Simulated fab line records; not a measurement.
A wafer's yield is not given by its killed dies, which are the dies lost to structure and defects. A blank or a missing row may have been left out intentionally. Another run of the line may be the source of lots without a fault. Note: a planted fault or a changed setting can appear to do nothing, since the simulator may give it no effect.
Chamber matching :: flow n5_finfet :: 4 sister chambers for N5_BEOL_M5_STRIP_19 on rie_diel-01
The step strips in O2. 18 wafers are shown with their chamber, then 9 later ones without.

## WAFERS, EACH WITH ITS CHAMBER
wafer: L079.2
chamber: 3
showerhead_plenum_p_Torr (Torr): 2.21
drypump_motor_current_A (A): 6.2
oes_product_au (a.u.): 0.81

wafer: L079.3
chamber: 0
showerhead_plenum_p_Torr (Torr): 2.02
drypump_motor_current_A (A): 5.1
oes_product_au (a.u.): 0.88

wafer: L079.5
chamber: 0
showerhead_plenum_p_Torr (Torr): 2.02
drypump_motor_current_A (A): 5.1
oes_product_au (a.u.): 0.87

wafer: L083.3
chamber: 3
showerhead_plenum_p_Torr (Torr): 2.21
drypump_motor_current_A (A): 6.2
oes_product_au (a.u.): 0.82

wafer: L083.4
chamber: 2
showerhead_plenum_p_Torr (Torr): 2.17
drypump_motor_current_A (A): 5.6
oes_product_au (a.u.): 0.74

wafer: L083.6
chamber: 3
showerhead_plenum_p_Torr (Torr): 2.21
drypump_motor_current_A (A): 6.3
oes_product_au (a.u.): 0.81

wafer: L084.1
chamber: 2
showerhead_plenum_p_Torr (Torr): 2.17
drypump_motor_current_A (A): 5.6
oes_product_au (a.u.): 0.74

wafer: L084.5
chamber: 3
showerhead_plenum_p_Torr (Torr): 2.21
drypump_motor_current_A (A): 6.2
oes_product_au (a.u.): 0.81

wafer: L084.6
chamber: 2
showerhead_plenum_p_Torr (Torr): 2.17
drypump_motor_current_A (A): 5.6
oes_product_au (a.u.): 0.74

wafer: L085.1
chamber: 1
showerhead_plenum_p_Torr (Torr): 2.05
drypump_motor_current_A (A): 5.9
oes_product_au (a.u.): 1.01

wafer: L085.4
chamber: 2
showerhead_plenum_p_Torr (Torr): 2.17
drypump_motor_current_A (A): 5.7
oes_product_au (a.u.): 0.72

wafer: L085.6
chamber: 2
showerhead_plenum_p_Torr (Torr): 2.17
drypump_motor_current_A (A): 5.6
oes_product_au (a.u.): 0.73

wafer: L087.1
chamber: 3
showerhead_plenum_p_Torr (Torr): 2.20
drypump_motor_current_A (A): 6.2
oes_product_au (a.u.): 0.80

wafer: L087.3
chamber: 0
showerhead_plenum_p_Torr (Torr): 2.02
drypump_motor_current_A (A): 5.1
oes_product_au (a.u.): 0.87

wafer: L087.5
chamber: 3
showerhead_plenum_p_Torr (Torr): 2.20
drypump_motor_current_A (A): 6.2
oes_product_au (a.u.): 0.80

wafer: L086.1
chamber: 0
showerhead_plenum_p_Torr (Torr): 2.02
drypump_motor_current_A (A): 5.1
oes_product_au (a.u.): 0.85

wafer: L086.4
chamber: 1
showerhead_plenum_p_Torr (Torr): 2.05
drypump_motor_current_A (A): 5.9
oes_product_au (a.u.): 0.98

wafer: L086.5
chamber: 3
showerhead_plenum_p_Torr (Torr): 2.20
drypump_motor_current_A (A): 6.2
oes_product_au (a.u.): 0.80

SIGNATURES (averages over the wafers above)
reading: showerhead_plenum_p_Torr
chamber 0: 2.0200
chamber 1: 2.0500
chamber 2: 2.1700
chamber 3: 2.2057
scatter within a chamber: 0.0035

reading: drypump_motor_current_A
chamber 0: 5.100
chamber 1: 5.900
chamber 2: 5.620
chamber 3: 6.214
scatter within a chamber: 0.0344

reading: oes_product_au
chamber 0: 0.8675
chamber 1: 0.9950
chamber 2: 0.7340
chamber 3: 0.8071
scatter within a chamber: 0.0106
Rule: a wafer's distance from a chamber is the root of the sum, over the readings, of the square of ((its reading less the chamber's mean) divided by the reading's scatter). If the next closest chamber is less than 2 further off than the closest, the wafer can't be placed; otherwise it belongs to the closest. How the scatter is found: for the shown wafers, subtract from each reading the mean of its chamber, square and add these, divide the total by (wafers less chambers), then take the root.

## WAFERS WITHOUT THEIR CHAMBER
wafer: L090.1
showerhead_plenum_p_Torr (Torr): 2.02
drypump_motor_current_A (A): 5.1
oes_product_au (a.u.): 0.84

wafer: L090.4
showerhead_plenum_p_Torr (Torr): 2.20
drypump_motor_current_A (A): 6.2
oes_product_au (a.u.): 0.79

wafer: L090.6
showerhead_plenum_p_Torr (Torr): 2.16
drypump_motor_current_A (A): 5.6
oes_product_au (a.u.): 0.72

wafer: L089.1
showerhead_plenum_p_Torr (Torr): 2.02
drypump_motor_current_A (A): 5.1
oes_product_au (a.u.): 0.86

wafer: L089.3
showerhead_plenum_p_Torr (Torr): 2.20
drypump_motor_current_A (A): 6.2
oes_product_au (a.u.): 0.79

wafer: L089.6
showerhead_plenum_p_Torr (Torr): 2.20
drypump_motor_current_A (A): 6.2
oes_product_au (a.u.): 0.81

wafer: L096.1
showerhead_plenum_p_Torr (Torr): 2.01
drypump_motor_current_A (A): 5.1
oes_product_au (a.u.): 0.84

wafer: L096.5
showerhead_plenum_p_Torr (Torr): 2.05
drypump_motor_current_A (A): 5.9
oes_product_au (a.u.): 0.94

wafer: L096.6
showerhead_plenum_p_Torr (Torr): 2.16
drypump_motor_current_A (A): 5.6
oes_product_au (a.u.): 0.72

## WHICH CHAMBER EACH ONE RAN IN
wafer: L090.1
from the rows above: 0
in truth: 0

wafer: L090.4
from the rows above: 3
in truth: 3

wafer: L090.6
from the rows above: 2
in truth: 2

wafer: L089.1
from the rows above: 0
in truth: 0

wafer: L089.3
from the rows above: 3
in truth: 3

wafer: L089.6
from the rows above: 3
in truth: 3

wafer: L096.1
from the rows above: 0
in truth: 0

wafer: L096.5
from the rows above: 1
in truth: 1

wafer: L096.6
from the rows above: 2
in truth: 2
9 of 9 placed correctly. Not placeable from these rows: 0. Number placed wrongly: 0.
